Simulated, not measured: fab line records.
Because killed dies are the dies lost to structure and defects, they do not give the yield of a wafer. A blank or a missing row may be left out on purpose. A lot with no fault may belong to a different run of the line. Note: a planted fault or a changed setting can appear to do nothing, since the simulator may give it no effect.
Chamber matching ; flow nand-harc ; NHARC_A_STAIRCASE_DEP_156 on pecvd-02: 3 sister chambers
The step deposits SiNx, target thk 50 nm. 6 wafers are shown with their chamber, then 7 later ones without.

## EACH WAFER AND ITS CHAMBER
wafer;chamber;heater-power-w (W)
L082.6;0;714
L083.6;1;555
L084.3;1;639
L084.5;0;652
L087.2;2;763
L087.4;2;740

## WAFERS MISSING THEIR CHAMBER
wafer;heater-power-w (W)
L087.6;723
L088.1;670
L088.2;680
L088.5;682
L091.1;717
L091.4;695
L091.5;735

## WHICH CHAMBER EACH ONE RAN IN
wafer;from the rows above;in truth
L087.6;can't be placed: 2 or 0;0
L088.1;can't be placed: 0 or 1 or 2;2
L088.2;can't be placed: 0 or 2 or 1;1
L088.5;can't be placed: 0 or 2 or 1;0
L091.1;can't be placed: 0 or 2 or 1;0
L091.4;can't be placed: 0 or 2 or 1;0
L091.5;can't be placed: 2 or 0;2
0 of 7 placed correctly. These rows do not allow placing 7 (true chamber among the candidates in 7). Number placed wrongly: 0.
How it was worked out, from the rows above alone: a wafer's distance from a chamber is the root of the sum, over the readings, of the square of ((its reading less the chamber's mean) divided by the reading's scatter). The wafer belongs to the nearest chamber; if the next one is less than 2 further off, it can't be placed. A chamber's mean is the mean of its shown wafers. The scatter: the root of (the sum of the squares of (reading less its chamber's mean) over the shown wafers, divided by (wafers less chambers)).
